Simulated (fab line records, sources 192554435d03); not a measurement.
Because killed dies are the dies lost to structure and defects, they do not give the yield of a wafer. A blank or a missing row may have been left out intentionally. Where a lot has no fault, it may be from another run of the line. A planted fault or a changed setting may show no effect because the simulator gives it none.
fab line records    flow n5-finfet    part 1 of 2: steps 1 to 22 of 32
record: lots: 5  wafers: 15  last-day: 15
route steps=1938 shown STI_FIN_REVEAL@192 DUMMY_GATE@212
lots that met no fault: taken from a fault-free run of the same line
start-h: hours from the record's first day to the start of the lot's first wafer shown    wait-h: time in hours since the lot's previous step    " the same as in the row above    L1.1+2: a single row standing in for several wafers    - no value present, or no start provided    * or withheld: withheld    < > ~ a bound
route shown NAME@n: names a module that has steps shown in the file, with the first one's number in the route    usual: mean/standard deviation of fault-free wafers    same: alike in all rows    chamber/n: place in a boat    sites: the reading at each site    _std_site: the standard deviation of these    _edge_site: the outer-site mean with the inner-site mean subtracted    radius-mm: how far each site lies from the wafer's centre    mask NAME#n: copy n    behind: the last tool/chamber to shape the wafer    hold: why the lot was held/for how many hours/how that ended    device: the n, p or np transistor that did not switch    end of line: the same wafers' tests at the end of the route    step lacking rows: just its recipe    killed: dies lost to structure and defects at the first sort, not the wafer's yield    map: shows each die of a wafer: x if killed, . if not, _ if none is there
set.NAME: the setting the step ran with; set.NAME@STEP: the setting that earlier step ran with    model.NAME: the simulator's own value behind a step, which no gauge read
certain route steps with their lots: each step a table, each wafer a row
services: when a tool's chamber went out of use (start-h, in hours from the record's first day, below 0 if earlier), for how many hours, and the reason
== steps ==
step: N5_STI_FIN_REVEAL_PRECLEAN_25
recipe: chemistry: SPM  time-s: 90  temp-c: 120  mix: 4:1
usual: temp-c: 120.01/0.14
lot.wafer  tool          chamber  start-h  wait-h  temp-c
L077.1     wet-bench-02  3        52.40    0.1     120.12
L077.3     "             4        "        "       119.91
L077.4     "             7        "        "       119.89
L087.1     wet-bench-06  3        112.69   0.1     119.82
L087.4     "             7        "        "       120.03
L087.5     "             4        "        "       119.94
L089.2     wet-bench-02  6        128.03   0.1     119.61
L089.3     "             0        "        "       120.05
L089.5     "             7        "        "       119.99
L091.2     wet-bench-03  7        136.53   0.1     120.13
L091.5     "             1        "        "       119.87
L091.6     "             5        "        "       120.14
L092.1     wet-bench-06  0        142.53   0.1     119.80
L092.3     "             4        "        "       120.03
L092.5     "             1        "        "       120.16
step: N5_STI_FIN_REVEAL_PRECLEAN_26
recipe: chemistry: SC1  time-s: 45  temp-c: 46  mix: 1:2:100
usual: diw-flow-mL-min: 1457/4.2  temp-c: 46.01/0.11
lot.wafer  tool          chamber  start-h  wait-h  diw-flow-mL-min  temp-c
L077.1     wet-bench-02  3        52.45    0.0     1453             45.79
L077.3     "             4        "        "       1461             45.78
L077.4     "             7        "        "       1458             45.99
L087.1     wet-bench-06  3        112.72   0.0     1457             45.81
L087.4     "             7        "        "       1459             46.24
L087.5     "             4        "        "       1452             46.00
L089.2     wet-bench-02  6        128.06   0.0     1459             46.19
L089.3     "             0        "        "       1454             46.01
L089.5     "             7        "        "       1455             46.07
L091.2     wet-bench-03  7        136.55   0.0     1453             46.05
L091.5     "             1        "        "       1452             46.05
L091.6     "             5        "        "       1453             46.03
L092.1     wet-bench-06  0        142.56   0.0     1453             45.99
L092.3     "             4        "        "       1460             45.83
L092.5     "             1        "        "       1458             46.02
step: N5_STI_FIN_REVEAL_PRECLEAN_29
recipe: chemistry: DHF  time-s: 30  temp-c: 25  dilution: 300:1
usual: temp-c: 25.00/0.11
lot.wafer  tool          chamber  start-h  wait-h  temp-c
L077.1     wet-bench-02  3        52.48    0.0     25.18
L077.3     "             4        "        "       25.08
L077.4     "             7        "        "       25.15
L087.1     wet-bench-06  3        112.73   0.0     24.77
L087.4     "             7        "        "       25.02
L087.5     "             4        "        "       24.91
L089.2     wet-bench-02  6        128.07   0.0     24.89
L089.3     "             0        "        "       25.26
L089.5     "             7        "        "       25.08
L091.2     wet-bench-03  7        136.57   0.0     25.01
L091.5     "             1        "        "       24.76
L091.6     "             5        "        "       24.95
L092.1     wet-bench-06  0        142.57   0.0     25.04
L092.3     "             4        "        "       25.10
L092.5     "             1        "        "       25.31
step: N5_STI_FIN_REVEAL_SRD_12
recipe: time-s: 30  temp-c: 23  rinse-liquid: diw  dry: ipa-marangoni
usual: temp-c: 22.98/0.11
lot.wafer  tool          chamber  start-h  wait-h  temp-c
L077.1     wet-bench-02  3        52.49    0.0     22.88
L077.3     "             4        "        "       22.96
L077.4     "             7        "        "       22.89
L087.1     wet-bench-06  3        112.74   0.0     22.92
L087.4     "             7        "        "       23.19
L087.5     "             4        "        "       22.96
L089.2     wet-bench-02  6        128.08   0.0     22.91
L089.3     "             0        "        "       23.08
L089.5     "             7        "        "       23.08
L091.2     wet-bench-03  7        136.57   0.0     22.83
L091.5     "             1        "        "       23.00
L091.6     "             5        "        "       22.89
L092.1     wet-bench-06  0        142.58   0.0     22.86
L092.3     "             4        "        "       22.95
L092.5     "             1        "        "       22.99
step: N5_STI_FIN_REVEAL_RECESS_09
recipe: chemistry: HF/NH3  target: SiO2  afs-cycles: 11  target-depth-a: 425  temp-c: 30  sublimation-temp-c: 180  sublimation-time-s: 60
usual: drypump-motor-current-A: 5.86/0.26  temp-c: 30.00/0.11
same: afs-cycles: 11
lot.wafer  tool           chamber  start-h  wait-h  drypump-motor-current-A  temp-c
L077.1     vapor-etch-02  1        52.55    0.0     5.83                     30.11
L077.3     "              0        "        "       5.82                     29.93
L077.4     "              1        "        "       5.84                     30.01
L087.1     vapor-etch-01  0        112.78   0.0     5.54                     29.73
L087.4     "              1        "        "       6.30                     29.80
L087.5     "              0        "        "       5.55                     29.79
L089.2     vapor-etch-02  1        128.13   0.0     5.82                     30.26
L089.3     "              1        "        "       5.84                     30.12
L089.5     "              1        "        "       5.82                     30.11
L091.2     vapor-etch-02  1        136.62   0.0     5.82                     30.07
L091.5     "              0        137.68   1.1     5.80                     29.94
L091.6     "              1        "        "       5.83                     29.96
L092.1     vapor-etch-02  0        142.62   0.0     5.80                     30.06
L092.3     "              1        "        "       5.85                     30.05
L092.5     "              1        "        "       5.82                     30.21
step: N5_STI_FIN_REVEAL_STRIP_16
recipe: chemistry: H3PO4  material: SiNx  temp-c: 165  target-depth-a: 238  overetch-fraction: 0.4964  dry: ipa-marangoni
usual: temp-c: 165.00/0.16
lot.wafer  tool          chamber  start-h  wait-h  temp-c
L077.1     wet-bench-06  3        54.70    1.4     164.99
L077.3     "             7        "        "       164.87
L077.4     "             4        "        "       164.93
L087.1     wet-bench-06  3        114.40   1.1     165.07
L087.4     "             7        "        "       164.99
L087.5     "             2        "        "       164.92
L089.2     wet-bench-03  3        129.75   1.1     164.91
L089.3     "             5        "        "       165.08
L089.5     "             2        "        "       164.92
L091.2     wet-bench-02  1        138.24   1.1     165.09
L091.5     "             0        "        "       165.00
L091.6     "             2        "        "       165.16
L092.1     wet-bench-02  2        144.24   1.1     165.22
L092.3     "             4        "        "       165.13
L092.5     "             3        "        "       165.05
step: N5_STI_FIN_REVEAL_PRECLEAN_17
recipe: chemistry: NF3:NH3  afs-cycles: 1  temp-c: 30  time-s: 20  sublimation-temp-c: 180  sublimation-time-s: 60  pressure-torr: 3  rf-power-w: 30
usual: rf-power-w: 29.99/0.093  temp-c: 30.00/0.11
same: afs-cycles: 1
lot.wafer  tool              chamber  start-h  wait-h  rf-power-w  temp-c
L077.1     remote-plasma-01  1        54.99    0.0     30.01       30.05
L077.3     "                 1        "        "       29.94       30.01
L077.4     "                 1        "        "       29.77       30.14
L087.1     remote-plasma-01  0        114.67   0.0     30.14       30.05
L087.4     "                 0        "        "       29.90       30.13
L087.5     "                 0        "        "       30.13       30.12
L089.2     remote-plasma-01  1        130.05   0.1     29.95       30.12
L089.3     "                 1        "        "       29.98       30.09
L089.5     "                 1        "        "       30.12       29.93
L091.2     remote-plasma-02  0        138.54   0.1     29.85       30.16
L091.5     "                 0        "        "       29.93       29.94
L091.6     "                 0        "        "       29.97       29.95
L092.1     remote-plasma-01  1        144.51   0.0     30.00       29.99
L092.3     "                 1        "        "       29.91       29.91
L092.5     "                 1        "        "       29.95       29.93
step: N5_STI_FIN_REVEAL_ETCH_34
recipe: chemistry: H2  mode: isotropic  material: Si  target: Si  target-depth-a: 9.7  temp-c: 20  pressure-mtorr: 4.5  icp-w: 300  bias-w: 0  h2-flow-sccm: 7.5  he-flow-sccm: 142.5
usual: drypump-motor-current-A: 6.0/0.45  h2-flow-sccm: 7.496/0.023  oes-product-au: 1.009/0.014  temp-c: 20.00/0.091  throttle-valve-pct: 25.9/0.43
lot.wafer  tool       chamber  start-h  wait-h  drypump-motor-current-A  h2-flow-sccm  oes-product-au  rf-hours-counter-h  temp-c  throttle-valve-pct
L077.1     rie-si-03  0        55.20    0.2     5.6                      7.489         1.013           177                 20.06   25.7
L077.3     "          2        "        "       5.6                      7.534         0.998           125                 20.08   25.3
L077.4     "          3        "        "       6.3                      7.500         1.005           165                 19.97   26.1
L087.1     rie-si-03  0        114.87   0.2     5.6                      7.489         1.013           178                 20.02   25.7
L087.4     "          3        "        "       6.3                      7.517         0.994           166                 20.02   26.1
L087.5     "          0        "        "       5.6                      7.471         1.009           -                   20.10   25.7
L089.2     rie-si-03  3        130.22   0.1     6.3                      7.509         1.008           167                 20.06   26.2
L089.3     "          0        "        "       5.5                      7.481         1.031           178                 20.05   25.7
L089.5     "          1        "        "       6.7                      7.482         1.022           -                   19.98   26.0
L091.2     rie-si-04  2        138.71   0.1     6.0                      7.522         0.988           150                 20.17   26.1
L091.5     "          3        "        "       5.8                      7.505         1.002           -                   19.98   26.0
L091.6     "          2        "        "       6.0                      7.495         0.981           -                   20.11   26.1
L092.1     rie-si-05  0        144.71   0.2     5.7                      7.480         0.995           65                  20.06   26.4
L092.3     "          1        "        "       5.4                      7.520         1.025           19                  19.82   26.5
L092.5     "          0        "        "       5.8                      7.508         0.993           -                   20.06   26.4
step: N5_STI_FIN_REVEAL_OXIDATION_31
recipe: chemistry: O2_PLASMA_REMOTE  temp-c: 150  time-s: 20  pressure-mtorr: 1000  source-power-w: 2000  o2-flow-sccm: 3000
usual: drypump-motor-current-A: 6.1/0.47  heater-power-w: 149/11  temp-c: 150.01/0.14  temp-c-max: 150.66/0.21
lot.wafer  tool             chamber  start-h  wait-h  drypump-motor-current-A  heater-power-w  rf-hours-counter-h  temp-c  temp-c-max
L077.1     plasma-asher-01  1        55.26    0.0     6.6                      149             29                  149.97  150.66
L077.3     "                0        "        "       6.3                      168             -                   150.06  150.58
L077.4     "                1        "        "       6.6                      150             -                   150.08  150.81
L087.1     plasma-asher-02  1        114.93   0.0     5.3                      139             107                 149.79  150.29
L087.4     "                0        "        "       6.3                      142             -                   149.96  150.88
L087.5     "                1        "        "       5.4                      140             -                   149.85  150.36
L089.2     plasma-asher-02  1        130.28   0.0     5.4                      143             110                 150.15  150.71
L089.3     "                0        "        "       6.3                      142             -                   149.96  150.50
L089.5     "                1        "        "       5.4                      141             -                   150.05  150.57
L091.2     plasma-asher-02  1        138.77   0.0     5.3                      143             111                 149.89  150.70
L091.5     "                1        "        "       5.4                      141             -                   149.91  150.65
L091.6     "                0        "        "       6.3                      142             -                   149.97  150.98
L092.1     plasma-asher-01  0        144.78   0.0     6.3                      170             48                  150.04  150.63
L092.3     "                0        "        "       6.3                      169             -                   149.97  150.52
L092.5     "                0        "        "       6.3                      168             -                   150.02  150.49
step: N5_STI_FIN_REVEAL_PRECLEAN_32
recipe: chemistry: NF3:NH3  afs-cycles: 1  temp-c: 30  time-s: 20  sublimation-temp-c: 180  sublimation-time-s: 60  pressure-torr: 3  rf-power-w: 30
usual: rf-power-w: 30.01/0.09  temp-c: 30.00/0.11
same: afs-cycles: 1
lot.wafer  tool              chamber  start-h  wait-h  rf-power-w  temp-c
L077.1     remote-plasma-01  0        55.34    0.1     29.98       30.15
L077.3     "                 0        "        "       30.24       29.96
L077.4     "                 0        "        "       30.24       30.00
L087.1     remote-plasma-01  1        115.02   0.1     29.93       29.87
L087.4     "                 1        "        "       29.93       29.92
L087.5     "                 1        "        "       30.07       29.91
L089.2     remote-plasma-01  0        130.41   0.1     29.98       29.92
L089.3     "                 0        "        "       29.91       29.91
L089.5     "                 0        "        "       30.01       29.99
L091.2     remote-plasma-01  0        138.89   0.1     30.02       29.88
L091.5     "                 0        "        "       29.87       30.04
L091.6     "                 0        "        "       29.94       30.09
L092.1     remote-plasma-02  1        144.86   0.1     29.88       30.09
L092.3     "                 1        "        "       29.95       30.04
L092.5     "                 1        "        "       29.91       30.03
step: N5_STI_FIN_REVEAL_STRIP_35
recipe: chemistry: H3PO4  material: Si3N4  temp-c: 165  target-depth-a: 40  time-s: 39
usual: temp-c: 164.98/0.16
lot.wafer  tool          chamber  start-h  wait-h  temp-c
L077.1     wet-bench-06  0        55.55    0.2     165.00
L077.3     "             1        "        "       164.99
L077.4     "             2        "        "       164.65
L087.1     wet-bench-03  0        115.23   0.2     164.88
L087.4     "             6        "        "       164.87
L087.5     "             5        "        "       165.00
L089.2     wet-bench-03  5        130.59   0.2     164.82
L089.3     "             2        "        "       164.91
L089.5     "             3        "        "       164.84
L091.2     wet-bench-03  4        139.07   0.2     164.88
L091.5     "             6        "        "       165.08
L091.6     "             3        "        "       165.10
L092.1     wet-bench-03  7        145.07   0.2     164.88
L092.3     "             4        "        "       164.92
L092.5     "             3        "        "       164.56
step: N5_STI_FIN_REVEAL_SRD_21
recipe: dry: ipa-marangoni  time-s: 30  temp-c: 23  rinse-liquid: diw
usual: temp-c: 23.01/0.1
lot.wafer  tool          chamber  start-h  wait-h  temp-c
L077.1     wet-bench-06  0        55.57    0.0     22.76
L077.3     "             1        "        "       22.91
L077.4     "             2        "        "       22.93
L087.1     wet-bench-03  0        115.24   0.0     23.12
L087.4     "             6        "        "       23.00
L087.5     "             5        "        "       23.26
L089.2     wet-bench-03  5        130.60   0.0     22.88
L089.3     "             2        "        "       23.00
L089.5     "             3        "        "       22.85
L091.2     wet-bench-03  4        139.08   0.0     23.01
L091.5     "             6        "        "       23.03
L091.6     "             3        "        "       22.92
L092.1     wet-bench-03  7        145.09   0.0     23.23
L092.3     "             4        "        "       22.95
L092.5     "             3        "        "       22.98
step: N5_STI_FIN_REVEAL_OXIDATION_33
recipe: chemistry: O2_PLASMA_REMOTE  temp-c: 150  time-s: 20  pressure-mtorr: 1000  source-power-w: 2000  o2-flow-sccm: 3000
usual: drypump-motor-current-A: 6.1/0.45  heater-power-w: 150/11  temp-c: 149.97/0.14  temp-c-max: 150.61/0.25
lot.wafer  tool             chamber  start-h  wait-h  drypump-motor-current-A  heater-power-w  rf-hours-counter-h  temp-c  temp-c-max
L077.1     plasma-asher-01  0        55.62    0.0     6.3                      167             29                  149.90  150.28
L077.3     "                1        "        "       6.6                      145             -                   149.94  150.57
L077.4     "                0        "        "       6.3                      165             -                   149.84  150.30
L087.1     plasma-asher-02  1        115.29   0.0     5.4                      140             107                 149.87  150.36
L087.4     "                0        "        "       6.3                      143             -                   149.99  151.01
L087.5     "                0        "        "       6.2                      144             -                   150.04  150.83
L089.2     plasma-asher-02  0        130.64   0.0     6.3                      141             110                 149.82  150.66
L089.3     "                1        "        "       5.4                      141             -                   150.07  150.66
L089.5     "                1        "        "       5.4                      141             -                   149.94  150.62
L091.2     plasma-asher-01  1        139.12   0.0     6.6                      147             47                  149.96  150.62
L091.5     "                0        "        "       6.3                      170             -                   150.07  150.48
L091.6     "                1        "        "       6.6                      150             -                   149.88  150.42
L092.1     plasma-asher-02  0        145.13   0.0     6.3                      143             112                 150.07  150.92
L092.3     "                0        "        "       6.3                      146             -                   150.14  151.01
L092.5     "                0        "        "       6.3                      143             -                   149.94  150.63
step: N5_STI_FIN_REVEAL_CLEAN_19
recipe: chemistry: O3/DIW  temp-c: 25  time-s: 120  o3-ppm: 10
usual: temp-c: 24.99/0.11
lot.wafer  tool          chamber  start-h  wait-h  temp-c
L077.1     wet-bench-06  3        55.71    0.1     25.19
L077.3     "             6        "        "       25.17
L077.4     "             4        "        "       25.07
L087.1     wet-bench-03  5        115.37   0.1     25.00
L087.4     "             1        "        "       24.98
L087.5     "             0        "        "       24.87
L089.2     wet-bench-03  6        130.73   0.1     25.11
L089.3     "             7        "        "       25.26
L089.5     "             0        "        "       25.02
L091.2     wet-bench-06  5        139.21   0.1     25.07
L091.5     "             6        "        "       24.75
L091.6     "             3        "        "       24.97
L092.1     wet-bench-03  1        145.22   0.1     25.06
L092.3     "             4        "        "       24.90
L092.5     "             3        "        "       24.88
step: N5_STI_FIN_REVEAL_SRD_23
recipe: dry: ipa-marangoni  time-s: 30  temp-c: 23  rinse-liquid: diw
usual: temp-c: 23.01/0.1
lot.wafer  tool          chamber  start-h  wait-h  temp-c
L077.1     wet-bench-06  3        55.75    0.0     23.10
L077.3     "             6        "        "       22.86
L077.4     "             4        "        "       23.15
L087.1     wet-bench-03  5        115.41   0.0     22.95
L087.4     "             1        "        "       22.92
L087.5     "             0        "        "       22.83
L089.2     wet-bench-03  6        130.77   0.0     23.09
L089.3     "             7        "        "       23.22
L089.5     "             0        "        "       23.03
L091.2     wet-bench-06  5        139.25   0.0     23.20
L091.5     "             6        "        "       23.06
L091.6     "             3        "        "       22.91
L092.1     wet-bench-03  1        145.26   0.0     23.02
L092.3     "             4        "        "       22.99
L092.5     "             3        "        "       22.82
step: N5_STI_FIN_REVEAL_CD_MEAS_22
recipe: target-cd-nm: 6.238  pitch-nm: 28  polarity: line
usual: cd-nm: 6.24/0.27
lot.wafer  tool       chamber  start-h  wait-h  cd-nm
L077.1     cd-sem-02  -        55.79    0.0     6.29
L077.3     "          -        "        "       5.84
L077.4     "          -        "        "       6.02
L087.1     cd-sem-02  -        115.45   0.0     6.46
L087.4     "          -        "        "       6.20
L087.5     "          -        "        "       6.18
L089.2     cd-sem-01  -        130.81   0.0     5.89
L089.3     "          -        "        "       6.04
L089.5     "          -        "        "       5.65
L091.2     cd-sem-03  -        139.29   0.0     6.80
L091.5     "          -        "        "       6.55
L091.6     "          -        "        "       6.62
L092.1     cd-sem-03  -        145.30   0.0     6.83
L092.3     "          -        "        "       6.16
L092.5     "          -        "        "       6.36
step: N5_STI_FIN_REVEAL_FIN_H_MEAS_10
usual: trench-depth-nm: 52.0/0.66
lot.wafer  tool    chamber  start-h  wait-h  trench-depth-nm
L077.1     ocd-01  -        55.82    0.0     51.1
L077.3     "       -        "        "       52.3
L077.4     "       -        "        "       50.7
L087.1     ocd-01  -        115.48   0.0     53.4
L087.4     "       -        "        "       52.8
L087.5     "       -        "        "       51.4
L089.2     ocd-01  -        130.84   0.0     52.1
L089.3     "       -        "        "       52.5
L089.5     "       -        "        "       52.5
L091.2     ocd-02  -        139.32   0.0     51.5
L091.5     "       -        "        "       51.8
L091.6     "       -        "        "       51.7
L092.1     ocd-01  -        145.33   0.0     51.5
L092.3     "       -        "        "       51.9
L092.5     "       -        "        "       52.6
step: N5_STI_FIN_REVEAL_PRECLEAN_18
recipe: chemistry: SC2  time-s: 45  temp-c: 35  mix: 1:1:50
usual: temp-c: 35.01/0.11
lot.wafer  tool          chamber  start-h  wait-h  temp-c
L077.1     wet-bench-02  7        55.85    0.0     34.93
L077.3     "             5        "        "       35.23
L077.4     "             3        "        "       34.98
L087.1     wet-bench-03  5        115.51   0.0     35.06
L087.4     "             2        "        "       34.85
L087.5     "             3        "        "       34.94
L089.2     wet-bench-06  3        130.92   0.1     35.26
L089.3     "             2        "        "       34.98
L089.5     "             1        "        "       35.08
L091.2     wet-bench-03  4        139.35   0.0     34.99
L091.5     "             0        "        "       34.91
L091.6     "             7        "        "       35.12
L092.1     wet-bench-06  6        145.36   0.0     34.97
L092.3     "             7        "        "       34.96
L092.5     "             3        "        "       34.70
step: N5_STI_FIN_REVEAL_SRD_28
recipe: dry: ipa-marangoni  time-s: 30  temp-c: 23  rinse-liquid: diw
usual: temp-c: 23.01/0.1
lot.wafer  tool          chamber  start-h  wait-h  temp-c
L077.1     wet-bench-02  7        55.87    0.0     23.08
L077.3     "             5        "        "       23.17
L077.4     "             3        "        "       23.11
L087.1     wet-bench-03  5        115.53   0.0     22.97
L087.4     "             2        "        "       23.01
L087.5     "             3        "        "       22.86
L089.2     wet-bench-06  3        130.94   0.0     23.15
L089.3     "             2        "        "       23.17
L089.5     "             1        "        "       23.00
L091.2     wet-bench-03  4        139.37   0.0     23.21
L091.5     "             0        "        "       23.13
L091.6     "             7        "        "       22.75
L092.1     wet-bench-06  6        145.37   0.0     22.94
L092.3     "             7        "        "       22.89
L092.5     "             3        "        "       22.89
step: N5_STI_FIN_REVEAL_INSPECT_13
recipe: inspect-instrument: darkfield  mode: post-clean
usual: raw-defect-count: 11/5
lot.wafer  tool               chamber  start-h  wait-h  raw-defect-count
L077.1     defect-inspect-02  -        55.91    0.0     12
L077.3     "                  -        "        "       6
L077.4     "                  -        "        "       7
L087.1     defect-inspect-02  -        115.57   0.0     16
L087.4     "                  -        "        "       7
L087.5     "                  -        "        "       9
L089.2     defect-inspect-02  -        130.98   0.0     9
L089.3     "                  -        "        "       14
L089.5     "                  -        "        "       2
L091.2     defect-inspect-01  -        139.41   0.0     15
L091.5     "                  -        "        "       8
L091.6     "                  -        "        "       13
L092.1     defect-inspect-01  -        145.41   0.0     6
L092.3     "                  -        "        "       6
L092.5     "                  -        "        "       5
step: N5_DUMMY_GATE_PRECLEAN_00
recipe: chemistry: O3/DIW  time-s: 60  temp-c: 22  o3-ppm: 10
usual: temp-c: 22.02/0.11
lot.wafer  tool          chamber  start-h  wait-h  temp-c
L077.1     wet-bench-01  0        55.94    0.0     22.19
L077.3     "             6        "        "       21.94
L077.4     "             7        "        "       22.11
L087.1     wet-bench-04  2        115.59   0.0     22.11
L087.4     "             6        "        "       21.95
L087.5     "             7        "        "       22.08
L089.2     wet-bench-04  3        131.00   0.0     21.96
L089.3     "             5        "        "       21.98
L089.5     "             7        "        "       22.11
L091.2     wet-bench-05  4        139.43   0.0     21.78
L091.5     "             2        "        "       21.98
L091.6     "             6        "        "       21.99
L092.1     wet-bench-05  6        145.44   0.0     22.06
L092.3     "             3        "        "       22.07
L092.5     "             2        "        "       22.00
step: N5_DUMMY_GATE_SRD_01
recipe: time-s: 30  temp-c: 23  rinse-liquid: diw  dry: ipa-marangoni
usual: temp-c: 23.00/0.11
lot.wafer  tool          chamber  start-h  wait-h  temp-c
L077.1     wet-bench-01  0        55.96    0.0     23.04
L077.3     "             6        "        "       22.87
L077.4     "             7        "        "       23.03
L087.1     wet-bench-04  2        115.61   0.0     23.24
L087.4     "             6        "        "       23.05
L087.5     "             7        "        "       23.05
L089.2     wet-bench-04  3        131.02   0.0     23.05
L089.3     "             5        "        "       22.92
L089.5     "             7        "        "       22.90
L091.2     wet-bench-05  4        139.45   0.0     22.85
L091.5     "             2        "        "       22.77
L091.6     "             6        "        "       23.24
L092.1     wet-bench-05  6        145.46   0.0     22.96
L092.3     "             3        "        "       23.08
L092.5     "             2        "        "       23.14
